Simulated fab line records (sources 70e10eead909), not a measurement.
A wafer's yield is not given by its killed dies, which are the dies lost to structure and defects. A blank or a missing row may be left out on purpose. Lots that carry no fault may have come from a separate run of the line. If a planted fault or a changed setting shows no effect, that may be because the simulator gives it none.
Chamber matching :: flow nand_harc :: pecvd-01 running NHARC_A_CONTACT_DEP_29: 3 sister chambers
The step deposits SiON, target thk 100 nm. 20 wafers are shown with their chamber, then 10 later ones without.

## WAFERS WITH THEIR CHAMBER
wafer: L077.2
chamber: 0
heater_power_w (W): 840
heater_power_outer_w (W): 511

wafer: L077.3
chamber: 2
heater_power_w (W): 842
heater_power_outer_w (W): 522

wafer: L077.5
chamber: 0
heater_power_w (W): 833
heater_power_outer_w (W): 502

wafer: L079.2
chamber: 0
heater_power_w (W): 821
heater_power_outer_w (W): 502

wafer: L079.3
chamber: 1
heater_power_w (W): 662
heater_power_outer_w (W): 405

wafer: L079.5
chamber: 2
heater_power_w (W): 829
heater_power_outer_w (W): 498

wafer: L082.1
chamber: 1
heater_power_w (W): 663
heater_power_outer_w (W): 401

wafer: L082.2
chamber: 0
heater_power_w (W): 758
heater_power_outer_w (W): 437

wafer: L082.6
chamber: 0
heater_power_w (W): 742
heater_power_outer_w (W): 435

wafer: L085.1
chamber: 2
heater_power_w (W): 929
heater_power_outer_w (W): 588

wafer: L085.4
chamber: 0
heater_power_w (W): 854
heater_power_outer_w (W): 546

wafer: L085.6
chamber: 1
heater_power_w (W): 703
heater_power_outer_w (W): 416

wafer: L089.1
chamber: 1
heater_power_w (W): 792
heater_power_outer_w (W): 481

wafer: L089.3
chamber: 0
heater_power_w (W): 695
heater_power_outer_w (W): 410

wafer: L089.5
chamber: 2
heater_power_w (W): 923
heater_power_outer_w (W): 582

wafer: L088.3
chamber: 2
heater_power_w (W): 946
heater_power_outer_w (W): 584

wafer: L088.4
chamber: 0
heater_power_w (W): 771
heater_power_outer_w (W): 464

wafer: L088.5
chamber: 1
heater_power_w (W): 774
heater_power_outer_w (W): 489

wafer: L092.1
chamber: 1
heater_power_w (W): 683
heater_power_outer_w (W): 423

wafer: L092.4
chamber: 0
heater_power_w (W): 756
heater_power_outer_w (W): 444

SIGNATURES (means of the wafers above)
reading: heater_power_w
chamber 0: 785.56
chamber 1: 712.83
chamber 2: 893.80
scatter within a chamber: 54.7

reading: heater_power_outer_w
chamber 0: 472.33
chamber 1: 435.83
chamber 2: 554.80
scatter within a chamber: 42.5
Rule: for a wafer and a chamber, the distance is found by dividing, reading by reading, the gap between the wafer's reading and the chamber's mean by the reading's scatter, squaring, summing and taking the root. If the next closest chamber is less than 2 further off than the closest, the wafer can't be placed; otherwise it belongs to the closest. The scatter: the root of (the sum of the squares of (reading less its chamber's mean) over the shown wafers, divided by (wafers less chambers)).

## WAFERS WHOSE CHAMBER IS MISSING
wafer: L092.5
heater_power_w (W): 707
heater_power_outer_w (W): 427

wafer: L091.2
heater_power_w (W): 697
heater_power_outer_w (W): 419

wafer: L091.4
heater_power_w (W): 860
heater_power_outer_w (W): 539

wafer: L091.5
heater_power_w (W): 658
heater_power_outer_w (W): 407

wafer: L097.3
heater_power_w (W): 934
heater_power_outer_w (W): 583

wafer: L097.4
heater_power_w (W): 847
heater_power_outer_w (W): 514

wafer: L097.6
heater_power_w (W): 718
heater_power_outer_w (W): 407

wafer: L096.1
heater_power_w (W): 854
heater_power_outer_w (W): 522

wafer: L096.5
heater_power_w (W): 784
heater_power_outer_w (W): 474

wafer: L096.6
heater_power_w (W): 896
heater_power_outer_w (W): 581

## WHICH CHAMBER EACH WENT THROUGH
wafer: L092.5
from the rows above: can't be placed: 1 or 0
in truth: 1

wafer: L091.2
from the rows above: can't be placed: 1 or 0
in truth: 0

wafer: L091.4
from the rows above: can't be placed: 2 or 0
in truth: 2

wafer: L091.5
from the rows above: can't be placed: 1 or 0
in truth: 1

wafer: L097.3
from the rows above: 2
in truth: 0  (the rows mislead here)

wafer: L097.4
from the rows above: can't be placed: 2 or 0 or 1
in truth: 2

wafer: L097.6
from the rows above: can't be placed: 1 or 0
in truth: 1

wafer: L096.1
from the rows above: can't be placed: 2 or 0
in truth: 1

wafer: L096.5
from the rows above: can't be placed: 0 or 1
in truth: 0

wafer: L096.6
from the rows above: 2
in truth: 2
Correct placement for 1 of the 10. These rows do not allow placing 8 (true chamber among the candidates in 7). 1 placed wrongly.
